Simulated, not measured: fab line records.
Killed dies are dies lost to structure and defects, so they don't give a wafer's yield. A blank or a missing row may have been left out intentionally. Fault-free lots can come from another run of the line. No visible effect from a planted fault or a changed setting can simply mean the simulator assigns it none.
Split-lot study | flow n5Finfet | 7 lots, 21 wafers read, on a route of 1938 steps

== ON THE SPLIT ==
At N5_GATE_CUT_ALD_22 (deposits SiNx, target thk 16 nm, pulse time 1 s, ald cycles 320), the setting aldCycles was moved away from the recipe's 320 on 6 of the 21 wafers read, by -13.4% to +15.0%. All remaining wafers had this setting at the recipe value.

The reading comes from the split's own step.

== THE READING ==
SiNx_of_GATE_CUT_ALD_22.thkNm (the simulator's own value, which no gauge read), in nm, at N5_GATE_CUT_ALD_22 (deposits SiNx, target thk 16 nm, pulse time 1 s, ald cycles 320). The file does not state a usual value for it. The 15 wafers here that ran the recipe average 16.0 nm, standard deviation 0.12 nm.

wafer  | tool, chamber at the split | aldCycles as run | against the recipe | SiNx_of_GATE_CUT_ALD_22.thkNm, nm | against lot-mates on the recipe
L075.1 | aldSin-04, 1               | 320              | recipe             | 16                                | -
L075.2 | aldSin-04, 0,3             | 320              | recipe             | 15.8                              | -
L075.4 | aldSin-04, 0,3             | 320              | recipe             | 15.8                              | -
L081.2 | aldSin-04, 3               | 320              | recipe             | 15.8                              | -
L081.4 | aldSin-04, 2,0             | 320              | recipe             | 16                                | -
L081.6 | aldSin-04, 2,0             | 320              | recipe             | 16                                | -
L084.1 | aldSin-02, 0,3             | 336              | +5.0%              | 16.8                              | +0.8
L084.5 | aldSin-02, 0,3             | 336              | +5.0%              | 16.8                              | +0.8
L084.6 | aldSin-02, 2               | 320              | recipe             | 16                                | -
L086.1 | aldSin-01, 2               | 348              | +8.7%              | 17.4                              | +1.3
L086.4 | aldSin-01, 1               | 320              | recipe             | 16.2                              | -
L086.5 | aldSin-01, 3               | 320              | recipe             | 16                                | -
L090.1 | aldSin-01, 2,3             | 320              | recipe             | 16                                | -
L090.4 | aldSin-01, 2,3             | 320              | recipe             | 16                                | -
L090.2 | aldSin-01, 0               | 320              | recipe             | 15.8                              | -
L095.1 | aldSin-04, 0               | 277              | -13.4%             | 13.8                              | -2.2
L095.2 | aldSin-04, 3               | 277              | -13.4%             | 13.6                              | -2.4
L095.3 | aldSin-04, 1               | 320              | recipe             | 16                                | -
L096.1 | aldSin-02, 0               | 320              | recipe             | 16.2                              | -
L096.2 | aldSin-02, 3               | 368              | +15.0%             | 18.4                              | +2.3
L096.6 | aldSin-02, 1               | 320              | recipe             | 16                                | -
Rows listing several chambers each stand for several wafers; the file does not say which wafer went through which chamber.

FIT RESULTS
A straight line over all 21 wafers: SiNx_of_GATE_CUT_ALD_22.thkNm changes by +0.166 nm for each +1% of aldCycles; r = +0.99; the points scatter about the line by 0.12 nm.
The same after taking each lot's own level away (the mean of its wafers on the recipe; 21 wafers): +0.163 nm for each +1%; r = +1.00; scatter 0.1 nm.
That fit puts the effect of the largest move of aldCycles on the reading at 2.4 nm.
Across the lots, their own levels run from 15.87 to 16.10 nm, a range of 1.9 times the standard deviation given above.
The two slopes agree, so the slope changes little with the lot-to-lot level.
Check: for one of the wafers moved furthest among these (+15.0%), held out of the fit, the line's prediction against its lot-mates is +2.48 nm. Against them it came out at +2.3 nm.

== THESE WAFERS: OTHER SPLITS ==
Note: prior to the reading, these wafers also went through further splits. Each is held against what the fit with the lots' levels taken away leaves over:
other split on the same wafers | wafers away from the commonest value | r with SiNx_of_GATE_CUT_ALD_22.thkNm (lot level and that fit taken away)
N5_GATE_CUT_HM_DEP_46 timeS    | 6                                    | +0.07

== THE WHOLE CHAIN: every reading that the file lists as answering this split, in the file's order ==
step               | what it does                                                    | reading                                                                        | change (the file's fit)                                                            | r (the file's)
N5_GATE_CUT_ALD_22 | deposits SiNx, target thk 16 nm, pulse time 1 s, ald cycles 320 | SiNx_of_GATE_CUT_ALD_22.thkNm (the simulator's own value, which no gauge read) | +0.159 nm for each +1% of the setting                                              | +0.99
N5_GATE_CUT_CMP_23 | polishes, stops on SiO2, t overpolish 23.4 s, target thk 16 nm  | SiNx_of_GATE_CUT_ALD_22.thkNm (the simulator's own value, which no gauge read) | not straight: 13.7 at the lowest setting, 15.97 at the recipe, 15.2 at the highest | not given

== THE FILE'S OWN FIT ==
SiNx_of_GATE_CUT_ALD_22.thkNm changes by +0.159 nm for each +1% of aldCycles, r = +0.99.
